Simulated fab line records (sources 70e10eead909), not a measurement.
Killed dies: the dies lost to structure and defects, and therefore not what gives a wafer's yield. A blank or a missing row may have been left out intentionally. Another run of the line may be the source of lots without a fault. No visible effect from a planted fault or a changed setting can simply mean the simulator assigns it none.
A struck lot beside a sound one / flow nand-harc / 14 steps out of a route of 1302
Sound: wafers L594.2, L594.4, L594.5. Struck: wafer L603.6 (L603.1, L603.5, from the same lot, were not struck and are left out); the cause is given at the end.
Per side, at each step with rows, come the tool, then ch with its chambers, and then its first start. Under that, the readings that differ: sound wafers / struck wafers / difference of the means / sigmas: that difference in standard deviations of wafers without a fault.
alike: same words and numbers on both sides, and readings whose means sit less than 2 such deviations apart. not compared: any withheld reading, any reading some wafer has no value for, any bound like >300 that may hide the same value, and any number with overlapping values for which the record gives no deviation.
Wherever a step has rows on one side only, a row that says differs or no value, or a row with sigmas, the two part there. Numbers that have no deviation but don't overlap get no sigmas and don't part them. Lack of a reading on every wafer of one side parts them only where that side has two or more wafers.

NHARC_P_GATE_RTA_82: time 30 s.
  sound on rtp-anneal-02 ch 0, day 10 10:07; struck on rtp-anneal-02 ch 0, day 14 08:37
  alike: lamp-power-pct, wafer_temp_C_max
NHARC_P_GATE_INSPECT_68:
  sound: defect-inspect-01 at day 10 10:17; struck: defect-inspect-02 at day 14 08:49
  alike: raw-defect-count
NHARC_P_CONTACT_DEP_30: deposits SiNx, target thk 30 nm.
  sound on pecvd-03 ch 0,1,2, day 10 10:21; struck on pecvd-03 ch 2, day 14 08:58
  alike: heater-power-w
NHARC_P_CONTACT_DEP_00: deposits SiO2, target thk 500 nm.
  sound on pecvd-03 ch 0,1,2; struck on pecvd-03 ch 2
  alike: heater-power-w, throttle-valve-pct
NHARC_P_CONTACT_CMP_01: polishes SiO2, target thk 200 nm.
  sound on cmp-02 ch 1,2,3, day 10 11:05; struck on cmp-01 ch 0, day 14 09:40
  alike: edge-zone-pressure-frac, motor-current-A, retaining-ring-pressure-frac
then, 6 steps without rows for these wafers: NHARC_P_CONTACT_SRD_03; NHARC_P_CONTACT_DEHYDRATE_04 (time 120 s); NHARC_P_CONTACT_HMDS_05 (time 30 s); NHARC_P_CONTACT_COAT_33 (time 75 s); NHARC_P_CONTACT_COAT_34 (time 65 s); NHARC_P_CONTACT_COAT_06 (resist thk 90 nm).
NHARC_P_CONTACT_SOFTBAKE_07: time 55 s.
  sound on litho-track-04 ch 0, day 10 11:00; struck on litho-track-06 ch 0, day 14 09:00
reading=heater-power-total-W (W); sound=188.74 188.44 188.48; struck=323.36; difference=+134.81; sigmas=+99 or more
following that, these wafers have no rows for 1 step: NHARC_P_CONTACT_EBR_08.
-- jump in the record: it breaks off in module P_CONTACT and resumes in module END (first step shown: number 1302 of the route), and 19 days separate the struck wafers' starts before and after --
NHARC_END_SORT_01:
  at this point the record logs the struck wafers (prober-02 ch 0, day 33 00:58) and has no rows for the sound ones

== WHERE THEY PART ==
First at NHARC_P_CONTACT_SOFTBAKE_07; last, within this record, at NHARC_END_SORT_01.

WHY: what had been put in by the simulator
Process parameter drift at NHARC_P_CONTACT_SOFTBAKE_07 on litho-track-06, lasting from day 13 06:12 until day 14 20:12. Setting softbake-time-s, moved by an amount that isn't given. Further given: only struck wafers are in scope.
